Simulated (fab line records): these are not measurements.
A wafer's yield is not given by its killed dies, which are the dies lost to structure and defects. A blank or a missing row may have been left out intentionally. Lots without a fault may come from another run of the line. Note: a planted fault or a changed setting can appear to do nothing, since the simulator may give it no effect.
Chamber matching + flow n5-finfet + 4 sister chambers for N5_HKMG_FIN_ETCH_55 on rie-diel-01
The step etches SOC in N2/H2, target depth 240 nm, time 300 s. 16 wafers are shown with their chamber, then 8 later ones without.

WAFERS, EACH WITH ITS CHAMBER
| wafer  | chamber | showerhead-plenum-p-Torr (Torr) | throttle-valve-pct (%) | drypump-motor-current-A (A) |
|--------|---------|---------------------------------|------------------------|-----------------------------|
| L078.2 | 0       | 2.42                            | 18.21                  | 6.3                         |
| L078.3 | 3       | 2.55                            | 17.87                  | 5.8                         |
| L078.6 | 1       | 2.64                            | 17.76                  | 6.5                         |
| L080.4 | 3       | 2.54                            | 17.86                  | 5.7                         |
| L080.5 | 2       | 2.65                            | 18.23                  | 5.7                         |
| L080.6 | 3       | 2.55                            | 17.88                  | 5.8                         |
| L081.3 | 3       | 2.54                            | 17.87                  | 5.7                         |
| L081.5 | 2       | 2.65                            | 18.23                  | 5.7                         |
| L081.6 | 3       | 2.54                            | 17.87                  | 5.8                         |
| L083.1 | 0       | 2.42                            | 18.25                  | 6.3                         |
| L083.4 | 2       | 2.65                            | 18.23                  | 5.7                         |
| L083.6 | 0       | 2.42                            | 18.24                  | 6.3                         |
| L084.1 | 2       | 2.65                            | 18.23                  | 5.7                         |
| L084.4 | 0       | 2.41                            | 18.24                  | 6.3                         |
| L084.6 | 3       | 2.54                            | 17.89                  | 5.8                         |
| L086.2 | 3       | 2.54                            | 17.90                  | 5.8                         |

SIGNATURES (means of the wafers above)
| reading                  | chamber 0 | chamber 1 | chamber 2 | chamber 3 | scatter within a chamber |
|--------------------------|-----------|-----------|-----------|-----------|--------------------------|
| showerhead-plenum-p-Torr | 2.4175    | 2.6400    | 2.6500    | 2.5429    | 0.00426                  |
| throttle-valve-pct       | 18.2350   | 17.7600   | 18.2300   | 17.8771   | 0.013                    |
| drypump-motor-current-A  | 6.300     | 6.500     | 5.700     | 5.771     | 0.0345                   |
Rule: a wafer lies at a distance from a chamber equal to the root of the sum of squares, over the readings, of (its reading less the chamber's mean, divided by the reading's scatter). If the next closest chamber is less than 2 further off than the closest, the wafer can't be placed; otherwise it belongs to the closest. The scatter: take each reading less its chamber's mean, square it, sum over the shown wafers, divide by the number of wafers less the number of chambers, and take the root.

WAFERS WITH NO CHAMBER GIVEN
| wafer  | showerhead-plenum-p-Torr (Torr) | throttle-valve-pct (%) | drypump-motor-current-A (A) |
|--------|---------------------------------|------------------------|-----------------------------|
| L086.3 | 2.65                            | 18.23                  | 5.7                         |
| L086.4 | 2.41                            | 18.24                  | 6.3                         |
| L088.1 | 2.65                            | 18.25                  | 5.7                         |
| L088.4 | 2.54                            | 17.91                  | 5.8                         |
| L088.5 | 2.65                            | 18.26                  | 5.7                         |
| L093.1 | 2.41                            | 18.26                  | 6.3                         |
| L093.3 | 2.64                            | 18.28                  | 5.7                         |
| L093.4 | 2.41                            | 18.27                  | 6.3                         |

CHAMBER TAKEN BY EACH
| wafer  | from the rows above | in truth |
|--------|---------------------|----------|
| L086.3 | 2                   | 2        |
| L086.4 | 0                   | 0        |
| L088.1 | 2                   | 2        |
| L088.4 | 3                   | 3        |
| L088.5 | 2                   | 2        |
| L093.1 | 0                   | 0        |
| L093.3 | 2                   | 2        |
| L093.4 | 0                   | 0        |
Placed correctly: 8 of 8. From these rows, 0 cannot be placed. Placed wrongly: 0.
